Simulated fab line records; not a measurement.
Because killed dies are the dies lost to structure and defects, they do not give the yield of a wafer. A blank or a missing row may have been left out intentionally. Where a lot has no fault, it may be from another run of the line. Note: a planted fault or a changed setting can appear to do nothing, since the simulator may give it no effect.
A lot that was struck, set against a sound lot | flow n5-finfet | 24 steps out of a route of 1938
Sound: wafers L600.3, L600.5, L600.6. Struck: wafers L609.2, L609.4, L609.6. The cause is named last.
Each step with rows lists, per side, the tool, then ch with its chambers, then its first start. Under that, the readings that differ: sound wafers | struck wafers | difference of the means | sigmas: that difference in standard deviations of wafers without a fault.
alike: same words and numbers on both sides, and readings whose means sit less than 2 such deviations apart. not compared: any withheld reading, any reading some wafer has no value for, any bound like >300 that may hide the same value, and any number with overlapping values for which the record gives no deviation.
The two part at a step that has a row with sigmas, a row that says differs or no value, or rows on one side only. Numbers that have no deviation but don't overlap get no sigmas and don't part them. A reading that every wafer of one side lacks parts them only if that side has two wafers or more.

first, 1 step without rows for these wafers: N5_BEOL_M4_DEP_57 (deposits SiCN from 3MS/NH3, target thk 8 nm, time 14 s).
N5_BEOL_M4_RS_MEAS_58: a four-point-probe measurement.
  struck on film-metro-02, day 10 22:43; sound on film-metro-02, day 7 21:32
  alike: M4_RS
N5_BEOL_M4_INSPECT_59: inspects for defects (darkfield).
  struck on defect-inspect-02, day 10 22:44; sound on defect-inspect-01, day 7 21:34
  alike: raw-defect-count
N5_BEOL_M4_RC_MEAS_101:
  sound on prober-02 ch 0, day 7 22:05; struck on prober-02 ch 0, day 10 22:55
  alike: DIBL_N, DIBL_P, IOFF_N, IOFF_P, ION_N, ION_P, SS_N, SS_P, VT_N, VT_P
N5_BEOL_M5_ILD_DEP_00: deposits SiCOH lowk from DEMS/porogen, target thk 140.64 nm, time 25.9 s.
  sound on pecvd-04 ch 1,2, day 7 22:44; struck on pecvd-03 ch 0,1, day 10 23:44
  alike: chamber-pressure-Torr, heater-power-w, showerhead-plenum-p-Torr, throttle-valve-pct
N5_BEOL_M5_CURE_79: cures SiCOH lowk, time 240 s.
  sound on uv-cure-02 ch 0, day 7 22:57; struck on uv-cure-02 ch 1, day 10 23:53
  alike: lamp-power-pct, wafer_temp_C_max
N5_BEOL_M5_THK_MEAS_01:
  struck on film-metro-01, day 11 00:19; sound on film-metro-01, day 7 23:19
  alike: M5_ILD_THK
N5_BEOL_M5_PECVD_70: deposits SiO2 from TEOS/O2, target thk 16 nm, time 18 s.
  sound on pecvd-03 ch 0,2, day 7 23:20; struck on pecvd-04 ch 0,2, day 11 00:23
  alike: chamber-pressure-Torr, heater-power-w, showerhead-plenum-p-Torr, throttle-valve-pct
N5_BEOL_M5_HM_DEP_02: deposits TiN, target thk 20 nm.
  struck on pvd-sputter-03, day 11 01:18; sound on pvd-sputter-03, day 7 23:59
  alike: throttle-valve-pct
then, 3 steps without rows for these wafers: N5_BEOL_M5_COAT_59 (time 60 s, resist thk 60 nm); N5_BEOL_M5_COAT_60 (time 60 s, resist thk 12 nm); N5_BEOL_M5_COAT_71 (time 60 s, resist thk 5 nm).
N5_BEOL_M5_COAT_05: resist thk 30 nm.
  sound on litho-track-04 ch 0, day 8 00:07; struck on litho-track-04 ch 0, day 11 01:26
  reading                                      | sound                | struck               | difference | sigmas
  spin-speed-rpm (rpm)                         | 1499.3 1499.2 1500.0 | 1284.4 1284.4 1283.8 | -215.3     | -99 or more
  model.CAR-EUV_of_BEOL_M5_COAT_05.thk-nm (nm) | 30.2 30 30.2         | 32.4 32.6 32.4       | +2.3       |
then, 5 steps without rows for these wafers: N5_BEOL_M5_EBR_07; N5_BEOL_M5_SOFTBAKE_06 (time 60 s); N5_BEOL_M5_EXPOSE_08 (exposes mask M5, target cd 28 nm); N5_BEOL_M5_PEB_09 (peb time 60 s); N5_BEOL_M5_DEVELOP_10 (develop time 30 s).
N5_BEOL_M5_CD_MEAS_11: target cd 27.74 nm.
  sound on cd-sem-03 ch 0, day 8 00:30; struck on cd-sem-03 ch 0, day 11 01:49
  alike: cd-nm
N5_BEOL_M5_OVL_MEAS_12:
  sound on overlay-01 ch 0, day 8 00:32; struck on overlay-01 ch 0, day 11 01:51
  reading     | sound        | struck         | difference | sigmas
  M5_OVL (nm) | 1.0 -0.1 0.5 | -1.4 -1.5 -0.3 | -1.5       | -2
N5_BEOL_M5_INSPECT_13: inspects for defects (brightfield).
  struck on defect-inspect-01, day 11 01:54; sound on defect-inspect-02, day 8 00:35
  alike: raw-defect-count
N5_BEOL_M5_DESCUM_16: chemistry O2, time 7 s.
  sound on rie-diel-01 ch 0,1,2, day 8 00:37; struck on rie-diel-01 ch 1,3, day 11 01:57
  reading                                      | sound          | struck         | difference | sigmas
  model.CAR-EUV_of_BEOL_M5_COAT_05.thk-nm (nm) | 26.2 26.2 26.2 | 28.4 28.6 28.4 | +2.3       |
  alike: drypump-motor-current-A, oes-product-au, rf-vpp-V, showerhead-plenum-p-Torr, throttle-valve-pct
  not compared: rf-hours-counter-h
N5_BEOL_M5_ETCH_72: etches underlayer in N2/H2, target depth 6.5 nm, time 5.2 s.
  sound on rie-diel-01 ch 0,1,2, day 8 00:39; struck on rie-diel-01 ch 1,3, day 11 01:59
  alike: drypump-motor-current-A, etch-rf-on-time-s, oes-product-au, rf-vpp-V, showerhead-plenum-p-Torr, throttle-valve-pct
  not compared: rf-hours-counter-h
N5_PASSIVATION_PROBE_49:
  the record has rows for the sound wafers here (prober-02, day 12 06:12) and none for the struck ones

## WHERE THEY PART
First at N5_BEOL_M5_COAT_05; last, within this record, at N5_PASSIVATION_PROBE_49.

WHY: whatever the simulator had introduced
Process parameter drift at N5_BEOL_M5_COAT_05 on litho-track-04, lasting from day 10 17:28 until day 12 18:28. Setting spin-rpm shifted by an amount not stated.
